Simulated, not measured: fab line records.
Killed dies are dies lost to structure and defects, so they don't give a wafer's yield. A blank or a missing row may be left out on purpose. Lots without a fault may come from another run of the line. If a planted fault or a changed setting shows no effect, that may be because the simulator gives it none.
A lot that was struck, set against a sound lot :: flow nand-harc :: 14 steps out of a route of 1302
Sound: wafers L742.1, L742.2, L742.4. Wafers struck: L748.4, L748.5, L748.6. At the end, the cause is stated.
At each step with rows: each side's tool, then ch and its chambers, then its first start. Under that, the readings that differ: sound wafers :: struck wafers :: difference of the means :: sigmas: that difference in standard deviations of wafers without a fault.
alike: readings with means less than 2 such deviations apart, plus words and numbers identical on both sides. not compared: withheld readings, readings lacking a value on some wafer, bounds such as >300 that could conceal the same value, and numbers that have no deviation in the record and whose values overlap.
Wherever a step has rows on one side only, a row that says differs or no value, or a row with sigmas, the two part there. Non-overlapping numbers with no deviation appear without sigmas and do not part them. Lack of a reading on every wafer of one side parts them only where that side has two or more wafers.

first, 7 steps without rows for these wafers: NHARC_A_STAIRCASE_COAT_03; NHARC_A_STAIRCASE_SOFTBAKE_04 (time 170 s); NHARC_A_STAIRCASE_EBR_05; NHARC_A_STAIRCASE_EXPOSE_06 (exposes mask STAIR); NHARC_A_STAIRCASE_PEB_07 (peb time 130 s); NHARC_A_STAIRCASE_DEVELOP_08 (time 140 s); NHARC_A_STAIRCASE_HARDBAKE_10 (time 140 s).
NHARC_A_STAIRCASE_DESCUM_11: chemistry O2, time 3 s.
  sound on rie-diel-04 ch 1,2,3, day 15 14:14; struck on rie-diel-12 ch 2,3, day 18 02:51
  alike: drypump-motor-current-A, oes-product-au, rf-vpp-V, showerhead-plenum-p-Torr, throttle-valve-pct
  not compared: rf-hours-counter-h
NHARC_A_STAIRCASE_TRIM_12: chemistry O2, time 211.2 s.
  sound on rie-diel-04 ch 0,2,3, day 15 14:19; struck on rie-diel-12 ch 0,1,3, day 18 03:05
  alike: drypump-motor-current-A, oes-product-au, rf-vpp-V, showerhead-plenum-p-Torr, throttle-valve-pct
  not compared: rf-hours-counter-h
NHARC_A_STAIRCASE_ETCH_13: etches the open film in C4F8/O2, target depth 100 nm, time 40.5 s.
  sound: rie-diel-04 ch 0,2,3; struck: rie-diel-12 ch 1,2,3
  alike: bias-w, chamber-pressure-mTorr, oes-product-au, rf-vpp-V
  not compared: rf-hours-counter-h
NHARC_A_STAIRCASE_TRIM_14: chemistry O2, time 211.2 s.
  sound: rie-diel-04 ch 0,1,2; struck: rie-diel-12 ch 2,3
  alike: drypump-motor-current-A, oes-product-au, rf-vpp-V, showerhead-plenum-p-Torr, throttle-valve-pct
  not compared: rf-hours-counter-h
NHARC_A_STAIRCASE_ETCH_15: etches the open film in C4F8/O2, target depth 100 nm, time 40.5 s.
  sound on rie-diel-04 ch 0,1,2, day 15 14:43; struck on rie-diel-12 ch 0,1, day 18 04:35
  no value came back on the struck wafers for any of 5 readings (bias-w (W), chamber-pressure-mTorr (mTorr) and others); on the sound wafers bias-w (W) reads 1001.6 998.7 993.0
NHARC_A_STAIRCASE_TRIM_16: chemistry O2, time 211.2 s.
  sound: rie-diel-04 ch 0,2,3; struck: rie-diel-12 ch 2,3
  alike: drypump-motor-current-A, oes-product-au, rf-vpp-V, showerhead-plenum-p-Torr, throttle-valve-pct
  not compared: rf-hours-counter-h
-- the record jumps here: 9 days lie between the struck wafers' starts before and after (it left off in module A_STAIRCASE and takes up again in module END, whose first step shown is number 1302 of the route) --
NHARC_END_SORT_01:
  sound on prober-02 ch 0, day 24 03:22; struck on prober-02 ch 0, day 27 09:59
reading: hold
sound: - - -
struck: await-dispo/5.3h/scrap await-dispo/5.3h/scrap await-dispo/5.3h/scrap
difference: no value on the sound wafers
sigmas: 

reading: killed-at-array
sound: 78 64 72
struck: 675 674 675
difference: +603
sigmas: +40

reading: killed-dies
sound: 78 66 74
struck: 677 677 677
difference: +604
sigmas: +40
  alike: killed-at-other, killed-at-periphery, killed-open, killed-short

## WHERE THEY PART
First at NHARC_A_STAIRCASE_ETCH_15; last, within this record, at NHARC_END_SORT_01.

WHY: what the simulator had put in
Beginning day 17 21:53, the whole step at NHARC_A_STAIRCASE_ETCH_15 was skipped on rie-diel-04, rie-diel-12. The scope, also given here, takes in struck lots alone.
